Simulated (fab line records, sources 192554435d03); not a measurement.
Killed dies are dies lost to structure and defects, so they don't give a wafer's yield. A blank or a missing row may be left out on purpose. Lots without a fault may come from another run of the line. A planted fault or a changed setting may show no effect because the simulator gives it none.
Chamber matching | flow n5_finfet | N5_BEOL_M14_CMP_49 on cmp-03: 4 sister chambers
The step polishes, stops on SiO2, t overpolish 5.2 s, target thk 560 nm. 14 wafers are shown with their chamber, then 7 later ones without.

WAFERS WITH THEIR CHAMBER
wafer  | chamber | motor_current_A (A) | barrier_field_endpoint_s (s) | clearing_platen_down_force_psi (psi)
L075.3 | 3       | 8.3                 | 11.34                        | 1.997
L075.4 | 2       | 7.8                 | 11.22                        | 2.005
L075.6 | 3       | 8.0                 | 11.42                        | 1.995
L078.3 | 3       | 8.1                 | 11.03                        | 1.997
L078.4 | 2       | 8.0                 | 11.18                        | 1.998
L078.5 | 3       | 8.1                 | 11.30                        | 1.997
L080.3 | 2       | 8.4                 | 11.65                        | 2.007
L080.4 | 1       | 8.0                 | 11.74                        | 2.000
L080.5 | 2       | 7.7                 | 11.56                        | 2.002
L087.3 | 0       | 8.8                 | 11.09                        | 2.004
L087.5 | 2       | 8.1                 | 11.03                        | 2.003
L087.6 | 3       | 8.7                 | 11.14                        | 1.996
L088.2 | 0       | 8.7                 | 11.44                        | 1.999
L088.3 | 2       | 8.2                 | 11.16                        | 1.999

SIGNATURES (means of the wafers above)
reading                        | chamber 0 | chamber 1 | chamber 2 | chamber 3 | scatter within a chamber
motor_current_A                | 8.750     | 8.000     | 8.033     | 8.240     | 0.255
barrier_field_endpoint_s       | 11.2650   | 11.7400   | 11.3000   | 11.2460   | 0.216
clearing_platen_down_force_psi | 2.00150   | 2.00000   | 2.00233   | 1.99640   | 0.00274
Rule: a wafer's distance from a chamber is the root of the sum, over the readings, of the square of ((its reading less the chamber's mean) divided by the reading's scatter). The wafer belongs to the nearest chamber; if the next one is less than 2 further off, it can't be placed. The scatter: the root of (the sum of the squares of (reading less its chamber's mean) over the shown wafers, divided by (wafers less chambers)).

WAFERS WITHOUT THEIR CHAMBER
wafer  | motor_current_A (A) | barrier_field_endpoint_s (s) | clearing_platen_down_force_psi (psi)
L088.6 | 8.4                 | 11.37                        | 2.003
L085.4 | 7.9                 | 10.58                        | 2.002
L085.5 | 8.0                 | 11.04                        | 2.000
L085.6 | 8.9                 | 11.14                        | 1.997
L095.2 | 8.2                 | 11.04                        | 1.996
L095.4 | 8.2                 | 11.52                        | 2.000
L095.6 | 8.5                 | 11.28                        | 1.998

WHICH CHAMBER EACH WENT THROUGH
wafer  | from the rows above               | in truth
L088.6 | can't be placed: 2 or 0 or 3 or 1 | 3
L085.4 | can't be placed: 2 or 3 or 0      | 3
L085.5 | can't be placed: 2 or 3 or 0 or 1 | 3
L085.6 | can't be placed: 0 or 3           | 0
L095.2 | can't be placed: 3 or 2           | 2
L095.4 | can't be placed: 1 or 2 or 3 or 0 | 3
L095.6 | can't be placed: 3 or 0 or 2 or 1 | 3
Placed correctly: 0 of 7. Can't be placed from these rows: 7 (the true chamber is among the candidates in 7). Placed wrongly: 0.
